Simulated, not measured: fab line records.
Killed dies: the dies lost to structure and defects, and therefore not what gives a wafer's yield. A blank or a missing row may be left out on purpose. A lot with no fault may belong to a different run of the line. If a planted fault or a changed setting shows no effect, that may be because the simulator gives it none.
fab line records	flow n5-finfet
[record] lots = 5	wafers = 15	last-day = 18
route steps=1938 shown BEOL_M4@1059
lots untouched by any fault: they come from a run of this same line in which no faults occurred
start-h: the number of hours between the record's first day and the start of the first shown wafer of the lot	wait-h: how many hours have passed since the lot's step before this one	" as in the row above	L1.1+2: one row covering several wafers at once	- no value, or no start was given	* or withheld: withheld	< > ~ a bound
route shown NAME@n: NAME is a module with steps in the file, n the number in the route of the first one	usual: mean/standard deviation of fault-free wafers	same: alike in all rows	chamber/n: place in a boat	sites: per-site readings	_std_site: standard deviation of those values	_edge_site: inner sites' mean taken away from outer sites' mean	radius-mm: for every site, how far away it sits from the centre of the wafer	mask NAME#n: copy n	behind: the last tool/chamber to shape the wafer	hold: reason for holding the lot/hours on hold/outcome of the hold	device: whichever transistor did not switch (one of n, p or np)	end of line: the tests these same wafers got at the end of their route	a step without rows: its recipe alone	killed: dies that structure and defects cost at the first sort, which is not the same as the wafer's yield	map: shows each die of a wafer: x if killed, . if not, _ if none is there
set.NAME: the setting that was run; set.NAME@STEP: the one run at that earlier step	model.NAME: the simulator's own value behind a step, which no gauge read
a table for each step, a row for each wafer; lots at some steps of the route
services: the hour from which a tool's chamber was out of use, counted from the record's first day as start-h (under 0 if before that day), plus the number of hours and why
[[steps]]
[step N5_BEOL_M4_DESCUM_33]
[recipe] chemistry = O2	time-s = 7	source-power-w = 50	bias-power-w = 20	pressure-mtorr = 20	rf-frequency-hz = 2.712e+07	temp-c = 40	resist = CAR-EUV	o2-flow-sccm = 225
[step N5_BEOL_M4_ETCH_77]
[recipe] chemistry = N2/H2	target = underlayer	target-depth-a = 65	mask-material = CAR-EUV	time-s = 5.2	ion-energy-ev = 200	pressure-mtorr = 30	source-w = 840	bias-w = 150	n2-flow-sccm = 200	h2-flow-sccm = 200	ends = cleared
[step N5_BEOL_M4_ETCH_69]
[recipe] chemistry = CF4	target = SiARC	target-depth-a = 156	mask-material = CAR-EUV	time-s = 26	ion-energy-ev = 80	pressure-mtorr = 40	source-w = 545	bias-w = 36	Ar_flow_sccm = 100	cf4-flow-sccm = 100	ends = cleared
[step N5_BEOL_M4_ALD_98]
[recipe] material = SiO2	target-thk-a = 25	temp-c = 100	ald-precursor-family = BDEAS	ald-co-reactant = O2-plasma	pulse-time-s = 1	co-reactant-pulse-time-s = 1	purge-time-s = 2	co-reactant-purge-time-s = 2	ald-cycles = 17	pressure-torr = 2
[step N5_BEOL_M4_ETCHBACK_99]
[recipe] chemistry = CHF3	target = SiO2	target-depth-a = 50	time-s = 10.4	source-w = 215	bias-w = 47	Ar_flow_sccm = 200	CHF3_flow_sccm = 12	ion-energy-ev = 100	pressure-mtorr = 30
[step N5_BEOL_M4_ETCH_70]
[recipe] chemistry = N2/H2	target = SOC	target-depth-a = 800	overetch-a = 240	mask-material = SiARC	temp-c = 40	time-s = 130	ion-energy-ev = 200	pressure-mtorr = 30	source-w = 840	bias-w = 150	n2-flow-sccm = 200	h2-flow-sccm = 200
[step N5_BEOL_M4_STRIP_71]
[recipe] chemistry = N2/H2	temp-c = 40	n2-flow-sccm = 200	h2-flow-sccm = 200	rf-frequency-hz = 6e+07
[step N5_BEOL_M4_STRIP_78]
[recipe] chemistry = N2/H2	temp-c = 40	n2-flow-sccm = 200	h2-flow-sccm = 200	rf-frequency-hz = 6e+07
[step N5_BEOL_M4_VIA_ETCH_34]
[recipe] chemistry = C4F6/O2	target-depth-a = 694	mask-material = SOC	pressure-mtorr = 15	ion-energy-ev = 250	taper-deg = 4	time-s = 65.9	source-w = 350	bias-w = 170	Ar_flow_sccm = 300	C4F6_flow_sccm = 10	O2_flow_sccm = 10
[step N5_BEOL_M4_STRIP_83]
[recipe] chemistry = C4F6/O2	resist = SiARC	rf-frequency-hz = 6e+07
[step N5_BEOL_M4_STRIP_36]
[recipe] chemistry = N2/H2	power-w = 450	temp-c = 40	pressure-mtorr = 20	rf-frequency-hz = 6e+07	overash-fraction = 0.3	bias-power-w = 7	h2-frac = 0.5	n2-flow-sccm = 200	h2-flow-sccm = 200
[step N5_BEOL_M4_TRENCH_ETCH_37]
[recipe] chemistry = C4F6/O2	target-depth-a = 555.55	target = SiOC	time-s = 29.2	ion-energy-ev = 250	pressure-mtorr = 30	source-w = 355	bias-w = 185	Ar_flow_sccm = 300	C4F6_flow_sccm = 10	O2_flow_sccm = 10
[usual] bias-w = 185.0/0.53	drypump-motor-current-A = 5.9/0.6	mfc-ar-sccm = 300.1/0.88	oes-product-au = 0.79/0.086	rf-fwd-power-W = 350.0/1.8	rf-vpp-V = 668/11	showerhead-plenum-p-Torr = 2.89/0.11	throttle-valve-pct = 20.82/0.21
lot.wafer	tool	chamber	start-h	wait-h	bias-w	drypump-motor-current-A	mfc-ar-sccm	oes-product-au	rf-fwd-power-W	rf-hours-counter-h	rf-vpp-V	showerhead-plenum-p-Torr	throttle-valve-pct	model.BEOL_M4.feature-depth-nm	model.etch.depth-nm
L414.1	rie-diel-02	3	181.24	-	184.7	6.0	299.5	0.91	353.8	34	655	3.03	20.98	56.2	56.11
L414.4	"	2	"	"	185.8	5.7	298.5	0.81	349.3	86	673	2.85	20.74	55.6	55.61
L414.6	"	2	"	"	186.0	5.7	299.2	0.81	351.0	-	672	2.85	20.72	55.8	55.74
L415.3	rie-diel-02	2	194.00	-	185.2	5.6	300.7	0.75	264.4	92	773	2.85	20.71	50.2	50.17
L415.4	"	1	"	"	184.1	6.5	299.8	0.85	267.5	27	777	3.01	20.43	49.8	49.85
L415.6	"	2	"	"	185.1	5.7	301.5	0.75	264.9	-	774	2.85	20.72	50.4	50.46
L417.2	rie-diel-02	3	202.29	-	184.9	6.0	299.9	0.85	265.8	40	755	3.03	20.97	50.8	50.81
L417.3	"	0	"	"	185.0	6.3	300.0	0.67	265.2	213	780	2.93	20.53	50.4	50.35
L417.5	"	2	"	"	185.3	5.7	299.7	0.75	264.8	-	775	2.85	20.73	50.2	50.24
L422.2	rie-diel-02	2	229.20	-	185.2	5.7	300.3	0.74	265.0	105	774	2.85	20.75	50.4	50.42
L422.5	"	2	"	"	185.5	5.6	298.5	0.75	265.5	-	774	2.85	20.74	50.6	50.65
L422.6	"	3	"	"	185.8	6.0	299.5	0.83	263.7	-	755	3.03	20.98	50.8	50.84
L435.1	rie-diel-01	0	311.79	-	184.9	6.8	299.3	0.70	348.0	215	677	2.84	21.13	54	53.96
L435.3	"	2	"	"	184.2	4.9	299.8	0.67	348.8	235	657	2.70	20.90	53.8	53.87
L435.5	"	3	"	"	185.3	5.1	300.9	0.80	348.2	-	654	2.78	20.74	56	56.05
[step N5_BEOL_M4_ETCH_41]
[recipe] chemistry = CH3F/O2	target = SiCN	target-depth-a = 299	taper-deg = 2	time-s = 52.5	ion-energy-ev = 120	mask-material = TiN	pressure-mtorr = 30	source-w = 395	bias-w = 75	Ar_flow_sccm = 150	CH3F_flow_sccm = 30	O2_flow_sccm = 20
[step N5_BEOL_M4_STRIP_97]
[recipe] chemistry = N2/H2	time-s = 10	power-w = 450	temp-c = 40	pressure-mtorr = 20	rf-frequency-hz = 6e+07	bias-power-w = 7	n2-flow-sccm = 200	h2-flow-sccm = 200
[step N5_BEOL_M4_OCD_MEAS_38]
[usual] trench-depth-nm = 55.6/1.1
lot.wafer	tool	chamber	start-h	wait-h	trench-depth-nm
L414.1	ocd-01	-	181.39	-	56.0
L414.4	"	-	"	"	55.8
L414.6	"	-	"	"	55.6
L415.3	ocd-02	-	194.15	-	50.5
L415.4	"	-	"	"	49.6
L415.6	"	-	"	"	50.4
L417.2	ocd-02	-	202.44	-	50.3
L417.3	"	-	"	"	50.0
L417.5	"	-	"	"	49.7
L422.2	ocd-02	-	229.35	-	51.0
L422.5	"	-	"	"	50.6
L422.6	"	-	"	"	50.6
L435.1	ocd-01	-	311.94	-	54.5
L435.3	"	-	"	"	53.7
L435.5	"	-	"	"	56.0
[step N5_BEOL_M4_HM_STRIP_39]
[recipe] chemistry = peroxide-tin-strip	material = TiN	target-depth-a = 250	temp-c = 50	time-s = 158
[step N5_BEOL_M4_SRD_40]
[recipe] time-s = 30	temp-c = 23	rinse-liquid = diw	dry = ipa-marangoni
[step N5_BEOL_M4_PRECLEAN_42]
[recipe] chemistry = residue-remover	time-s = 60	temp-c = 40
[step N5_BEOL_M4_SRD_43]
[recipe] time-s = 30	temp-c = 23	rinse-liquid = diw	dry = ipa-marangoni
[step N5_BEOL_M4_DEGAS_44]
[recipe] ambient = vacuum	temp-c = 250	time-s = 60
[step N5_BEOL_M4_PRE_CLEAN_45]
[recipe] gas = H2/He	time-s = 30	temp-c = 250
[step N5_BEOL_M4_ALD_84]
[recipe] material = TaN	target-thk-a = *	temp-c = 275	ald-precursor-family = PDMAT	ald-co-reactant = NH3	pressure-torr = 3	carrier-flow-sccm = 1500	pulse-time-s = 2	purge-time-s = 3	co-reactant-purge-time-s = 2	co-reactant-pulse-time-s = 3	ald-cycles = 30	precursor-vessel-temp-c = 75	precursor-vessel-pressure-torr = 26.25	precursor-vessel-carrier-sccm = 1000
[step N5_BEOL_M4_SURFACE_TREAT_85]
[recipe] gas = Ar	time-s = *	ion-energy-ev = *	ion-current-ma-cm2 = 0.5	pressure-mtorr = *	ar-flow-sccm = 30
[step N5_BEOL_M4_CVD_47]
[recipe] material = Co	target-thk-a = 30	temp-c = withheld	precursor = CCTBA/H2	pressure-torr = 30	time-s = 223.8
[step N5_BEOL_M4_SPUTTER_48]
[recipe] material = Cu	target-thk-a = 45	temp-c = -20	chamber-pressure-pa = 0.07	power-w = withheld	time-s = 8.29
[step N5_BEOL_M4_ANNEAL_49]
[recipe] temp-c = 400	time-s = 240	ambient = vacuum
[step N5_BEOL_M4_SPUTTER_79]
[recipe] material = Cu	target-thk-a = 45	temp-c = -20	chamber-pressure-pa = 0.07	power-w = withheld	time-s = 8.29
[step N5_BEOL_M4_ANNEAL_80]
[recipe] temp-c = 400	time-s = 240	ambient = vacuum
[step N5_BEOL_M4_SPUTTER_81]
[recipe] material = Cu	target-thk-a = 45	temp-c = -20	chamber-pressure-pa = 0.07	power-w = withheld	time-s = 8.29
[step N5_BEOL_M4_ANNEAL_82]
[recipe] temp-c = 400	time-s = 240	ambient = vacuum
[step N5_BEOL_M4_SPUTTER_86]
[recipe] material = Cu	target-thk-a = 45	temp-c = -20	chamber-pressure-pa = 0.07	power-w = withheld	time-s = 8.29
[step N5_BEOL_M4_ANNEAL_87]
[recipe] temp-c = 400	time-s = 240	ambient = vacuum
[step N5_BEOL_M4_SPUTTER_88]
[recipe] material = Cu	target-thk-a = 45	temp-c = -20	chamber-pressure-pa = 0.07	power-w = withheld	time-s = 8.29
[step N5_BEOL_M4_ANNEAL_89]
[recipe] temp-c = 400	time-s = 240	ambient = vacuum
[step N5_BEOL_M4_SPUTTER_90]
[recipe] material = Cu	target-thk-a = 45	temp-c = -20	chamber-pressure-pa = 0.07	power-w = withheld	time-s = 8.29
[step N5_BEOL_M4_ANNEAL_91]
[recipe] temp-c = 400	time-s = 240	ambient = vacuum
[step N5_BEOL_M4_SPUTTER_92]
[recipe] material = Cu	target-thk-a = 45	temp-c = -20	chamber-pressure-pa = 0.07	power-w = withheld	time-s = 8.29
[step N5_BEOL_M4_ANNEAL_93]
[recipe] temp-c = 400	time-s = 240	ambient = vacuum
[step N5_BEOL_M4_SPUTTER_94]
[recipe] material = Cu	target-thk-a = 45	temp-c = -20	chamber-pressure-pa = 0.07	power-w = withheld	time-s = 8.29
[step N5_BEOL_M4_ANNEAL_95]
[recipe] temp-c = 400	time-s = 240	ambient = vacuum
[step N5_BEOL_M4_CMP_52]
[recipe] stop-on = SiOC	t-overpolish-s = 6.8	down-force-psi = 1	platen-rpm = 50	clearing-platen-down-force-psi = 1.5	clearing-platen-rpm = 50	post-cmp-clean = cu-alkaline	target-thk-nm = 40	clearing-platen-pad-velocity-m-s = 0.99484	pad-velocity-m-s = 0.99484
[usual] barrier-field-endpoint-s = 25.0/0.62	motor-current-A = 6.4/0.76	overpolish-run-s = 6.800/0.009	retaining-ring-pressure-frac = 1.000/0.0051	time-to-endpoint-s = 62.8/2.9
[same] t-overpolish-s = 6.8
lot.wafer	tool	chamber	start-h	wait-h	barrier-field-endpoint-s	motor-current-A	overpolish-run-s	retaining-ring-pressure-frac	time-to-endpoint-s	model.Cu_of_BEOL_M4_ECD_50.thk-nm
L414.4	cmp-03	0	185.04	0.3	26.1	5.4	6.790	1.001	67.4	40.8
L414.1	"	2	"	"	25.2	6.4	6.782	1.002	65.3	40.6
L414.6	"	0	"	"	25.7	5.5	6.801	1.000	67.0	40.4
L415.3	cmp-03	3	199.63	0.2	24.0	7.1	6.798	0.999	62.0	33.8
L415.4	"	2	"	"	25.3	6.4	6.794	1.005	63.4	34.4
L415.6	"	3	"	"	24.7	6.9	6.798	1.005	59.7	34
L417.3	cmp-02	2	206.04	0.2	24.2	6.9	6.806	1.008	60.8	35.2
L417.2	"	0	"	"	25.6	6.1	6.811	1.004	67.6	36.4
L417.5	"	3	"	"	25.5	6.8	6.793	1.004	62.2	34.8
L422.2	cmp-04	3	233.82	0.3	24.8	7.6	6.804	1.002	66.3	34.4
L422.5	"	0	"	"	24.1	5.8	6.799	0.999	61.2	35
L422.6	"	1	"	"	25.2	6.2	6.809	1.005	63.5	35.6
L435.3	cmp-03	3	315.74	0.2	25.6	6.7	6.792	1.004	61.0	37.2
L435.1	"	0	"	"	25.7	5.2	6.811	0.998	67.9	38.8
L435.5	"	2	"	"	26.0	6.4	6.791	1.006	67.8	39.6
[step N5_BEOL_M4_THK_MEAS_53]
[recipe] thk-meas-gauge = xrf	reads = Cu_of_BEOL_M4_ECD_50
[usual] M4_THK = 40.8/1.5
lot.wafer	tool	chamber	start-h	wait-h	M4_THK[nm]
L414.1	film-metro-01	-	185.33	-	41.2
L414.4	"	-	"	"	41.5
L414.6	"	-	"	"	41.1
L415.3	film-metro-01	-	199.93	-	33.9
L415.4	"	-	"	"	34.5
L415.6	"	-	"	"	34.2
L417.2	film-metro-01	-	206.33	-	36.9
L417.3	"	-	"	"	35.8
L417.5	"	-	"	"	35.6
L422.2	film-metro-01	-	234.00	-	34.7
L422.5	"	-	"	"	35.4
L422.6	"	-	"	"	35.7
L435.1	film-metro-02	-	315.96	-	39.3
L435.3	"	-	"	"	37.7
L435.5	"	-	"	"	40.1
[step N5_BEOL_M4_RS_MEAS_58]
[recipe] thk-meas-gauge = four-point-probe	reads = Co_of_BEOL_M4_CO_CAP_55+Cu_of_BEOL_M4_ECD_50+Co_of_BEOL_M4_CVD_47+TaN_of_BEOL_M4_ALD_84
[usual] M4_RS = 0.66/0.031
lot.wafer	tool	chamber	start-h	wait-h	M4_RS[ohm/sq]
L414.1	film-metro-01	-	185.60	0.0	0.66
L414.4	"	-	"	"	0.65
L414.6	"	-	"	"	0.66
L415.3	film-metro-02	-	200.19	0.1	0.83
L415.4	"	-	"	"	0.81
L415.6	"	-	"	"	0.82
L417.2	film-metro-01	-	207.00	0.1	0.75
L417.3	"	-	"	"	0.79
L417.5	"	-	"	"	0.80
L422.2	film-metro-02	-	234.26	0.1	0.81
L422.5	"	-	"	"	0.79
L422.6	"	-	"	"	0.78
L435.1	film-metro-01	-	316.25	0.1	0.69
L435.3	"	-	"	"	0.74
L435.5	"	-	"	"	0.68
[step N5_BEOL_M4_RC_MEAS_101]
[usual] DIBL_N = 36.3/1.8	DIBL_P = 36.5/2.1	IOFF_N = 0.16/0.031	IOFF_P = 0.22/0.038	ION_N = 677/12	ION_P = 466/7.8	SS_N = 71.5/0.61	SS_P = 73.2/0.7	VT_N = 249/3	VT_P = -248.9/3
lot.wafer	tool	chamber	start-h	wait-h	DIBL_N[mV/V]	DIBL_P[mV/V]	IOFF_N[nA/um]	IOFF_P[nA/um]	ION_N[uA/um]	ION_P[uA/um]	SS_N[mV/dec]	SS_P[mV/dec]	VT_N[mV]	VT_P[mV]
L414.1	prober-02	0	185.65	0.0	40.0	42.0	0.23	0.29	682	465	73.2	75.0	244	-245.8
L414.4	"	0	"	"	36.2	36.1	0.14	0.18	665	455	71.3	73.4	251	-252.4
L414.6	"	0	"	"	36.7	37.3	0.15	0.19	653	449	72.1	73.7	250	-250.8
L415.3	prober-02	0	200.55	0.3	36.8	36.6	0.17	0.21	687	467	72.1	72.2	249	-249.6
L415.4	"	0	"	"	37.7	38.0	0.19	0.23	686	461	72.6	72.2	247	-247.9
L415.6	"	0	"	"	35.1	34.8	0.15	0.18	679	466	71.0	72.4	248	-252.8
L417.2	prober-02	0	207.22	0.2	35.4	34.5	0.15	0.20	692	476	70.6	73.4	250	-248.2
L417.3	"	0	"	"	36.9	36.3	0.17	0.23	693	473	71.0	72.9	249	-246.7
L417.5	"	0	"	"	36.6	36.1	0.16	0.22	697	473	71.6	73.3	251	-246.8
L422.2	prober-02	0	234.46	0.2	36.0	36.6	0.17	0.23	678	470	71.8	74.2	247	-246.4
L422.5	"	0	"	"	33.5	33.9	0.13	0.19	668	464	71.0	73.2	252	-249.8
L422.6	"	0	"	"	35.6	37.2	0.17	0.24	668	467	72.1	73.2	248	-243.2
L435.1	prober-01	0	316.30	0.0	35.0	35.3	0.14	0.22	685	479	71.6	73.0	251	-248.2
L435.3	"	0	"	"	36.7	37.8	0.17	0.25	675	471	71.2	73.9	249	-245.9
L435.5	"	0	"	"	34.5	35.2	0.14	0.21	689	477	71.6	72.5	250	-250.0
[[services]]
tool	chamber	start-h	hours	kind
cmp-04	-	159.07	7.2	repair
rie-diel-01	3	165.61	6.2	repair
cmp-04	-	175.55	10.8	pm
cmp-02	-	183.85	5.1	pm
cmp-04	-	194.07	0.7	repair
rie-diel-01	1	200.33	1.6	repair
cmp-04	-	208.17	5.1	repair
cmp-03	-	211.73	4.0	pm
cmp-03	-	215.73	-	consumable-replace:conditioner
cmp-03	-	215.73	-	consumable-replace:pad
cmp-02	-	220.59	2.2	repair
cmp-02	-	235.42	0.2	repair
cmp-02	-	237.66	1.6	repair
rie-diel-01	2	252.54	8.2	repair
cmp-02	-	260.11	0.7	repair
cmp-02	-	266.84	2.7	repair
cmp-02	-	277.51	4.0	pm
cmp-02	-	281.51	-	consumable-replace:conditioner
cmp-03	-	292.90	0.4	repair
rie-diel-02	2	306.72	4.8	repair
rie-diel-02	0	313.32	-	clean
rie-diel-02	0	313.32	-	consumable-replace:focus-ring
rie-diel-02	0	313.32	30.2	scheduled-down
rie-diel-02	0	313.32	30.2	vent-cycle
[[key]]
[first-sign] step = N5_BEOL_M4_TRENCH_ETCH_37	reading = rf-fwd-power-W	direction = down	sigmas = 48	usual = *	struck = *
[effect] step = N5_BEOL_M4_TRENCH_ETCH_37	reading = rf-vpp-V	direction = up	sigmas = 9.7	usual = 668	struck = 771
[effect] step = N5_BEOL_M4_OCD_MEAS_38	reading = trench-depth-nm	direction = down	sigmas = 4.9	usual = 55.6	struck = 50.3
[effect] step = N5_BEOL_M4_THK_MEAS_53	reading = M4_THK	direction = down	sigmas = 3.8	usual = 40.8	struck = 35.2
[effect] step = N5_BEOL_M4_RS_MEAS_58	reading = M4_RS	direction = up	sigmas = 4.4	usual = 0.66	struck = 0.80
[model-effect] step = N5_BEOL_M4_TRENCH_ETCH_37	value = BEOL_M4.feature-depth-nm	without = 56.07	struck = 50.4
[model-effect] step = N5_BEOL_M4_CMP_52	value = Cu_of_BEOL_M4_ECD_50.thk-nm	without = 40.51	struck = 34.84
met-at N5_BEOL_M4_TRENCH_ETCH_37
struck-wafers L415.3,L415.4,L415.6,L417.2,L417.3,L417.5,L422.2,L422.5,L422.6
onset-between 181.24 194.00
[fault] kind = process-parameter-drift	tool = rie-diel-02	chamber = -	onset-h = 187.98	steps = N5_BEOL_M4_TRENCH_ETCH_37	channel = source-w	offset = -85.2	shape = step	end-h = 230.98	acts-in = these-recipes-only	stated = 355
